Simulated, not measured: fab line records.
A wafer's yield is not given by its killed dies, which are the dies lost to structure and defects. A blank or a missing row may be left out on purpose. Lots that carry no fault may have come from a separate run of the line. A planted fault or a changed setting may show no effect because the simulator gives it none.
What tool caused it? ; flow nand_harc ; 72 wafers from 24 lots sampled at 6 of the route's 1302 steps

== WHAT THE GAUGES READ, wafer by wafer ==
NHARC_P_STI_CD_MEAS_09: the cd target is 200 nm.
lot;measured;on;cd_nm (nm)
L074;day 2 20:56;cd_sem-03;200.5 200.7 197.8
L075;day 3 07:48;cd_sem-02;197.8 199.4 196.9
L076;day 3 14:10;cd_sem-03;201.6 201.5 202.1
L077;day 4 01:14;cd_sem-01;200.5 200.5 199.7
L078;day 4 10:50;cd_sem-02;200.8 201.1 201.1
L079;day 4 21:42;cd_sem-01;198.1 198.8 197.5
L080;day 5 10:06;cd_sem-01;200.1 200.5 200.9
L081;day 5 21:07;cd_sem-03;201.9 202.2 204.2
L082;day 6 02:46;cd_sem-01;199.0 200.6 200.0
L083;day 6 13:35;cd_sem-02;196.7 194.5 197.1
L084;day 6 23:22;cd_sem-02;202.4 201.6 202.4
L085;day 7 08:37;cd_sem-01;198.3 199.5 198.7
L086;day 7 20:29;cd_sem-01;199.2 198.7 199.6
L087;day 8 04:26;cd_sem-03;201.7 201.0 202.0
L088;day 8 16:10;cd_sem-03;199.0 200.9 198.9
L089;day 9 00:50;cd_sem-03;197.4 198.0 197.0
L090;day 9 11:17;cd_sem-03;200.5 198.3 199.9
L091;day 9 20:21;cd_sem-03;199.6 199.6 198.3
L092;day 10 11:26;cd_sem-03;199.1 200.4 200.8
L093;day 10 19:32;cd_sem-03;203.5 204.4 202.4
L094;day 11 07:15;cd_sem-03;199.8 200.5 197.8
L095;day 11 18:03;cd_sem-03;198.2 197.7 197.0
L096;day 11 22:20;cd_sem-03;198.5 198.2 196.9
L097;day 12 09:28;cd_sem-03;198.8 201.1 200.8

NHARC_P_M0_OVL_MEAS_10: pitch 180 nm.
lot;measured;on;overlay_x_nm (nm);overlay_y_nm (nm)
L074;day 6 06:28;overlay-01;-0.3 -0.6 -0.9;-0.4 0.0 -0.1
L075;day 7 00:11;overlay-01;-0.1 0.6 1.3;0.1 0.0 -0.1
L076;day 7 02:00;overlay-01;-0.4 -0.2 -0.2;-1.1 -1.7 -1.1
L077;day 7 07:45;overlay-02;-1.2 -1.4 -0.7;-1.6 -2.0 -1.7
L078;day 7 14:29;overlay-01;1.0 0.4 0.5;0.0 0.1 0.5
L079;day 8 03:10;overlay-01;-0.8 -0.4 -0.3;0.5 0.8 1.0
L080;day 8 12:25;overlay-01;1.4 1.1 0.8;-1.0 -1.1 -1.7
L081;day 9 05:23;overlay-01;0.1 0.0 0.0;-0.7 -0.1 -0.6
L082;day 9 06:04;overlay-02;0.6 0.9 0.2;0.0 0.2 -0.3
L083;day 10 06:30;overlay-02;0.3 0.5 0.5;0.0 0.2 -0.2
L084;day 10 08:55;overlay-02;-0.6 -0.8 -1.5;0.6 0.9 0.6
L085;day 10 15:30;overlay-02;-0.8 -1.3 -1.5;0.2 0.3 0.0
L086;day 11 05:56;overlay-01;0.4 0.2 0.0;-0.1 -0.2 -0.1
L087;day 11 06:27;overlay-01;-0.5 -0.7 0.2;-0.5 -0.3 -0.7
L088;day 12 05:46;overlay-01;-0.8 -0.6 -0.5;-0.4 -0.6 -0.2
L089;day 12 07:34;overlay-02;0.2 -0.4 -0.3;0.5 0.4 0.1
L090;day 13 00:47;overlay-02;-0.8 -0.2 -0.8;-1.2 -0.9 -1.2
L091;day 13 04:58;overlay-01;0.3 0.6 0.3;0.7 0.7 0.5
L092;day 13 12:32;overlay-01;-0.3 -0.2 -0.4;-1.2 -1.0 -0.6
L093;day 14 06:28;overlay-01;-0.6 -0.6 -0.7;-0.4 0.2 -0.1
L094;day 14 14:23;overlay-01;-0.1 -0.1 -0.4;-1.1 -1.6 -1.6
L095;day 15 04:58;overlay-01;0.4 1.1 0.1;0.0 0.2 0.3
L096;day 15 03:59;overlay-02;0.3 0.2 -0.1;-0.6 -0.9 -0.6
L097;day 15 14:09;overlay-01;-0.4 -0.3 0.0;0.9 0.5 0.5

== WHAT TOOL EACH LOT RAN ON (gives the tool, then ch and the chambers of the sampled wafers, and finally the start) ==
lot;NHARC_P_GATE_STRIP_75;NHARC_P_GATE_STRIP_113;NHARC_P_CONTACT_DEP_30;NHARC_P_CONTACT_CMP_01
L074;plasma_asher-02 ch 0,1, day 5 18:47;plasma_asher-02 ch 0,1, day 5 22:08;pecvd-01 ch 0,1,2, day 6 00:46;cmp-03 ch 0,1,3, day 6 01:31
L075;plasma_asher-02 ch 0,1, day 6 01:02;plasma_asher-01 ch 0,1, day 6 15:42;pecvd-02 ch 0,1,2, day 6 18:24;cmp-02 ch 0,1,2, day 6 19:07
L076;plasma_asher-01 ch 0,1, day 6 14:35;plasma_asher-02 ch 0,1, day 6 17:47;pecvd-02 ch 0,1,2, day 6 20:16;cmp-01 ch 1,2, day 6 20:55
L077;plasma_asher-01 ch 0,1, day 6 20:19;plasma_asher-02 ch 0,1, day 6 23:25;pecvd-03 ch 0,1,2, day 7 02:03;cmp-02 ch 1,2,3, day 7 02:46
L078;plasma_asher-02 ch 0,1, day 7 03:08;plasma_asher-02 ch 0,1, day 7 06:19;pecvd-03 ch 0,2, day 7 08:52;cmp-03 ch 0,3, day 7 09:30
L079;plasma_asher-02 ch 0,1, day 7 15:47;plasma_asher-01 ch 0,1, day 7 19:13;pecvd-03 ch 0,1,2, day 7 21:41;cmp-03 ch 0,1,3, day 7 22:20
L080;plasma_asher-01 ch 0,1, day 8 00:38;plasma_asher-02 ch 0,1, day 8 04:00;pecvd-01 ch 1,2, day 8 06:36;cmp-03 ch 0,1,3, day 8 07:19
L081;plasma_asher-02 ch 1, day 8 17:02;plasma_asher-02 ch 0, day 8 20:15;pecvd-02 ch 0,1, day 8 22:59;cmp-03 ch 0,1,3, day 8 23:58
L082;plasma_asher-02 ch 0,1, day 8 17:25;plasma_asher-01 ch 0,1, day 8 20:40;pecvd-01 ch 1,2, day 8 23:22;cmp-01 ch 0,2,3, day 9 00:03
L083;plasma_asher-02 ch 0,1, day 9 18:48;plasma_asher-02 ch 0,1, day 9 22:11;pecvd-01 ch 0,2, day 10 00:43;cmp-02 ch 0,1,3, day 10 01:26
L084;plasma_asher-01 ch 0,1, day 9 19:08;plasma_asher-02 ch 0,1, day 10 00:26;pecvd-03 ch 0,1,2, day 10 02:56;cmp-02 ch 2,3, day 10 03:39
L085;plasma_asher-01 ch 0,1, day 10 03:43;plasma_asher-02 ch 0,1, day 10 06:47;pecvd-02 ch 0,1, day 10 09:26;cmp-02 ch 0,2,3, day 10 10:20
L086;plasma_asher-02 ch 0,1, day 10 18:14;plasma_asher-01 ch 0,1, day 10 21:32;pecvd-01 ch 0,2, day 11 00:10;cmp-03 ch 0,1, day 11 00:50
L087;plasma_asher-01 ch 0,1, day 10 18:32;plasma_asher-02 ch 0,1, day 10 21:54;pecvd-03 ch 0,2, day 11 00:27;cmp-02 ch 0,2,3, day 11 01:07
L088;plasma_asher-01 ch 0,1, day 11 18:05;plasma_asher-01 ch 0,1, day 11 21:14;pecvd-03 ch 0,1, day 11 23:52;cmp-02 ch 0,1,3, day 12 00:33
L089;plasma_asher-02 ch 0,1, day 11 19:55;plasma_asher-01 ch 0,1, day 11 23:07;pecvd-02 ch 0,1, day 12 01:43;cmp-03 ch 0,1,3, day 12 02:27
L090;plasma_asher-02 ch 0,1, day 12 12:38;plasma_asher-02 ch 0,1, day 12 15:58;pecvd-02 ch 0,1, day 12 18:29;cmp-03 ch 1,3, day 12 19:11
L091;plasma_asher-01 ch 0,1, day 12 17:11;plasma_asher-02 ch 0,1, day 12 20:17;pecvd-03 ch 0,1,2, day 12 22:53;cmp-03 ch 0,1,3, day 12 23:36
L092;plasma_asher-02 ch 0,1, day 13 00:59;plasma_asher-02 ch 0,1, day 13 04:17;pecvd-03 ch 0,1, day 13 06:51;cmp-01 ch 0,3, day 13 07:31
L093;plasma_asher-01 ch 1, day 13 19:08;plasma_asher-01 ch 0, day 13 22:16;pecvd-03 ch 0,1,2, day 14 00:46;cmp-03 ch 1,2,3, day 14 01:28
L094;plasma_asher-01 ch 0,1, day 14 02:50;plasma_asher-01 ch 0,1, day 14 06:05;pecvd-02 ch 0,2, day 14 08:35;cmp-03 ch 0,1,2, day 14 09:21
L095;plasma_asher-02 ch 0,1, day 14 17:24;plasma_asher-01 ch 0,1, day 14 20:41;pecvd-03 ch 1,2, day 14 23:15;cmp-01 ch 0,1, day 14 23:53
L096;plasma_asher-01 ch 0,1, day 14 16:46;plasma_asher-01 ch 0,1, day 14 20:01;pecvd-02 ch 1,2, day 14 22:26;cmp-02 ch 2,3, day 14 23:06
L097;plasma_asher-02 ch 0,1, day 15 02:40;plasma_asher-01 ch 0,1, day 15 05:49;pecvd-03 ch 0,2, day 15 08:26;cmp-01 ch 1,2, day 15 09:10
- NHARC_P_GATE_STRIP_75: strips in O2.
- NHARC_P_GATE_STRIP_113: strips in N2/H2, time 740 s.
- NHARC_P_CONTACT_DEP_30: deposits SiNx, target thk 30 nm.
- NHARC_P_CONTACT_CMP_01: polishes SiO2, target thk 200 nm.

== WHAT THE TOOLS THEMSELVES READ (means of the sampled wafers that have a number; where no wafer has one, the mark that the record gives instead) ==
NHARC_P_GATE_STRIP_75.
lot;tool;drypump_motor_current_A (A);heater_power_w (W)
L074;plasma_asher-02;5.7;354
L075;plasma_asher-02;5.8;347
L076;plasma_asher-01;5.5;283
L077;plasma_asher-01;5.3;282
L078;plasma_asher-02;5.5;381
L079;plasma_asher-02;5.5;379
L080;plasma_asher-01;5.3;285
L081;plasma_asher-02;6.0;321
L082;plasma_asher-02;5.5;383
L083;plasma_asher-02;5.5;375
L084;plasma_asher-01;5.3;295
L085;plasma_asher-01;5.3;295
L086;plasma_asher-02;5.8;344
L087;plasma_asher-01;5.3;294
L088;plasma_asher-01;5.5;296
L089;plasma_asher-02;5.5;400
L090;plasma_asher-02;5.5;400
L091;plasma_asher-01;5.3;295
L092;plasma_asher-02;5.5;398
L093;plasma_asher-01;5.6;286
L094;plasma_asher-01;5.3;292
L095;plasma_asher-02;5.8;365
L096;plasma_asher-01;5.3;292
L097;plasma_asher-02;5.8;359

NHARC_P_GATE_STRIP_113.
lot;tool;drypump_motor_current_A (A);heater_power_w (W)
L074;plasma_asher-02;5.8;93
L075;plasma_asher-01;5.4;76
L076;plasma_asher-02;5.5;102
L077;plasma_asher-02;5.8;93
L078;plasma_asher-02;5.7;94
L079;plasma_asher-01;5.3;74
L080;plasma_asher-02;5.5;102
L081;plasma_asher-02;5.2;108
L082;plasma_asher-01;5.3;78
L083;plasma_asher-02;5.5;100
L084;plasma_asher-02;5.5;102
L085;plasma_asher-02;5.5;100
L086;plasma_asher-01;5.5;78
L087;plasma_asher-02;5.5;101
L088;plasma_asher-01;5.5;77
L089;plasma_asher-01;5.3;78
L090;plasma_asher-02;5.8;96
L091;plasma_asher-02;5.8;97
L092;plasma_asher-02;5.8;96
L093;plasma_asher-01;5.1;81
L094;plasma_asher-01;5.3;79
L095;plasma_asher-01;5.3;79
L096;plasma_asher-01;5.4;78
L097;plasma_asher-01;5.3;77

NHARC_P_CONTACT_DEP_30.
lot;tool;heater_power_w (W)
L074;pecvd-01;764
L075;pecvd-02;748
L076;pecvd-02;698
L077;pecvd-03;757
L078;pecvd-03;802
L079;pecvd-03;735
L080;pecvd-01;823
L081;pecvd-02;834
L082;pecvd-01;717
L083;pecvd-01;817
L084;pecvd-03;770
L085;pecvd-02;774
L086;pecvd-01;687
L087;pecvd-03;726
L088;pecvd-03;737
L089;pecvd-02;871
L090;pecvd-02;858
L091;pecvd-03;761
L092;pecvd-03;651
L093;pecvd-03;802
L094;pecvd-02;775
L095;pecvd-03;798
L096;pecvd-02;797
L097;pecvd-03;753

NHARC_P_CONTACT_CMP_01.
lot;tool;motor_current_A (A);slurry_flow_ml_min
L074;cmp-03;12.2;149.7
L075;cmp-02;11.5;149.8
L076;cmp-01;11.7;150.4
L077;cmp-02;12.2;150.1
L078;cmp-03;11.9;150.3
L079;cmp-03;12.2;150.1
L080;cmp-03;12.3;149.6
L081;cmp-03;12.1;149.3
L082;cmp-01;12.1;150.1
L083;cmp-02;11.8;149.7
L084;cmp-02;12.9;150.2
L085;cmp-02;11.8;150.0
L086;cmp-03;11.8;149.7
L087;cmp-02;12.1;149.8
L088;cmp-02;11.8;150.0
L089;cmp-03;12.1;149.8
L090;cmp-03;12.6;150.4
L091;cmp-03;12.1;150.4
L092;cmp-01;12.3;149.8
L093;cmp-03;12.2;149.9
L094;cmp-03;11.2;150.4
L095;cmp-01;12.2;149.7
L096;cmp-02;12.3;150.4
L097;cmp-01;11.7;149.7

== THE ANSWER, worked out from the rows above alone ==
Rule: the lots themselves supply what counts as usual. Put in order of their means at a reading, lots are off if they are a third of the lots or fewer, leave a main group of 4 or more, and stand apart from it by a gap of 3 or more times the standard deviation of the main group's means; of several such gaps the widest counts. A main group is skipped when, at the precision printed for the reading in the tables above, its means are all equal. A lot without any number at a reading at which 4 lots or more have one is off too. Where the step has rows for the other lots, those lots are counted as sound. After the gauges, taken in route order, come the tools' own readings; for these a lot's mean is taken, as printed above. The first step at which some lot is off is used, and at that step the reading that is off furthest; a lot without a number counts as furthest.
No lot is off on any of the readings shown, so nothing can be concluded from this.

== WHAT THE SIMULATOR PUT IN ==
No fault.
